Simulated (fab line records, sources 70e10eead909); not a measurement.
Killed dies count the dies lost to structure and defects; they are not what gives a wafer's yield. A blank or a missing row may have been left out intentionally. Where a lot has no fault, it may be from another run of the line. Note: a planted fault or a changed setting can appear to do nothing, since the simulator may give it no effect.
Struck lot and sound lot, side by side ; flow nand harc ; 15 out of 1159 route steps
Sound: these wafers, L138.2, L138.3, L138.5. Struck: wafer L151.1. (L151.2, L151.6 of the same lot were not struck and are left out.) The cause comes at the end.
At each step with rows: each side's tool, then ch and its chambers, then its first start. Under that, the readings that differ: sound wafers ; struck wafers ; difference of the means ; sigmas: that difference in standard deviations of wafers without a fault.
alike: same words and numbers on both sides, and readings whose means sit less than 2 such deviations apart. not compared: any withheld reading, any reading some wafer has no value for, any bound like >300 that may hide the same value, and any number with overlapping values for which the record gives no deviation.
Wherever a step has rows on one side only, a row that says differs or no value, or a row with sigmas, the two part there. When numbers do not overlap yet have no deviation, they are printed without sigmas and do not part them. A reading that every wafer of one side lacks parts them only if that side has two wafers or more.

first, 8 steps without rows for these wafers: NHARC_P_GATE_DEHYDRATE_18 (time 120 s); NHARC_P_GATE_HMDS_19 (time 30 s); NHARC_P_GATE_COAT_20 (resist thk 90 nm); NHARC_P_GATE_SOFTBAKE_21 (time 55 s); NHARC_P_GATE_EBR_22; NHARC_P_GATE_EXPOSE_23 (exposes mask P GATE, target cd 120 nm); NHARC_P_GATE_PEB_24 (peb time 65 s); NHARC_P_GATE_DEVELOP_25 (develop time 35 s).
NHARC_P_GATE_CD_MEAS_26 targets a cd of 120 nm.
  sound on cd sem-03 ch 0, day 5 09:41; struck on cd sem-02 ch 0, day 8 05:12
  alike: cd nm
NHARC_P_GATE_OVL_MEAS_27:
  sound: overlay-02 at day 5 09:47; struck: overlay-02 at day 8 05:17
  alike: overlay x nm, overlay y nm
NHARC_P_GATE_INSPECT_28:
  sound: defect inspect-01 at day 5 09:50; struck: defect inspect-02 at day 8 05:20
  alike: raw defect count
NHARC_P_GATE_DESCUM_31: chemistry O2, time 3 s.
  sound on rie diel-02 ch 1,2,3, day 5 09:54; struck on rie diel-01 ch 3, day 8 05:28
  alike: chamber pressure mTorr, drypump motor current A, oes product au, rf vpp V, showerhead plenum p Torr, throttle valve pct
  not compared: rf hours counter h
NHARC_P_GATE_ETCH_104: etches the open film in CF4/CHF3, target depth 60 nm.
  sound on rie diel-02 ch 2,3, day 5 09:59; struck on rie diel-01 ch 2, day 8 05:33
reading;sound;struck;difference;sigmas
chamber pressure mTorr (mTorr);24.954 24.996 25.029;25.058;+0.065;+3
oes product au (a.u.);0.927 0.937 0.926;0.848;-0.082;-5
rf fwd power W (W);485.2 489.4 485.7;433.5;-53.3;-20
throttle valve pct (%);16.802 16.802 16.807;16.781;-0.023;-2
  alike: drypump motor current A, rf vpp V, showerhead plenum p Torr
NHARC_P_GATE_HM_OPEN_105: chemistry O2/COS, target depth 360 nm.
  sound on rie diel-02 ch 0,3; struck on rie diel-01 ch 3
reading;sound;struck;difference;sigmas
throttle valve pct (%);28.333 28.334 28.341;28.313;-0.023;-2
  alike: chamber pressure mTorr, drypump motor current A, oes product au, rf vpp V, showerhead plenum p Torr
  not compared: rf hours counter h
-- break in the record here, with 15 days between the starts of the struck wafers on either side (left off in module P_GATE, picked up again in module END, where the first step shown is number 1159 on the route) --
NHARC_END_SORT_01:
  at this point the record logs the struck wafers (prober-01 ch 0, day 23 06:30) and has no rows for the sound ones

WHERE THEY PART
Last at NHARC_END_SORT_01 as far as this record goes, first at NHARC_P_GATE_ETCH_104.

WHY: whatever the simulator had introduced
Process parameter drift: rie diel-01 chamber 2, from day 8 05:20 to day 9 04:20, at NHARC_P_GATE_ETCH_104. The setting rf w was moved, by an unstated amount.
